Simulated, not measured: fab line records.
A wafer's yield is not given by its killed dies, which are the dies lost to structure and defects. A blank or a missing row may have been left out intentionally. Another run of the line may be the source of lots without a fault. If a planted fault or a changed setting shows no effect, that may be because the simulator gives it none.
Chamber matching	flow nand harc	4 sister chambers for NHARC_A_BONDPAD_DESCUM_11 on rie diel-03
The step chemistry O2, time 3 s. 8 wafers are shown with their chamber, then 8 later ones without.

## EACH WAFER AND ITS CHAMBER
wafer	chamber	drypump motor current A (A)	oes product au (a.u.)
L948.2	2	5.9	1.003
L952.2	1	6.1	0.985
L952.6	3	5.1	1.003
L950.6	1	6.1	0.984
L951.2	3	5.1	1.007
L951.3	2	5.8	1.005
L951.4	0	5.5	0.993
L956.2	0	5.5	1.014

## WAFERS MISSING THEIR CHAMBER
wafer	drypump motor current A (A)	oes product au (a.u.)
L956.3	6.1	1.017
L956.5	5.9	1.021
L958.2	5.5	1.015
L958.3	5.9	1.023
L958.6	5.5	1.006
L965.1	5.5	0.997
L965.3	5.1	1.005
L965.5	5.5	1.009

## THE CHAMBER EACH PASSED THROUGH
wafer	from the rows above	in truth
L956.3	1	1
L956.5	2	2
L958.2	0	0
L958.3	2	2
L958.6	0	0
L965.1	0	0
L965.3	3	3
L965.5	0	0
Correctly placed: 8 of 8. Can't be placed from these rows: 0. Wrongly placed: 0.
How it was worked out, from the rows above alone: a wafer's distance from a chamber is the root of the sum, over the readings, of the square of ((its reading less the chamber's mean) divided by the reading's scatter). The wafer belongs to the nearest chamber; if the next one is less than 2 further off, it can't be placed. The mean given for a chamber averages the wafers shown for that chamber. The scatter is the square root of a quotient: the sum, over the shown wafers, of each reading's squared deviation from its chamber's mean, divided by wafers minus chambers.
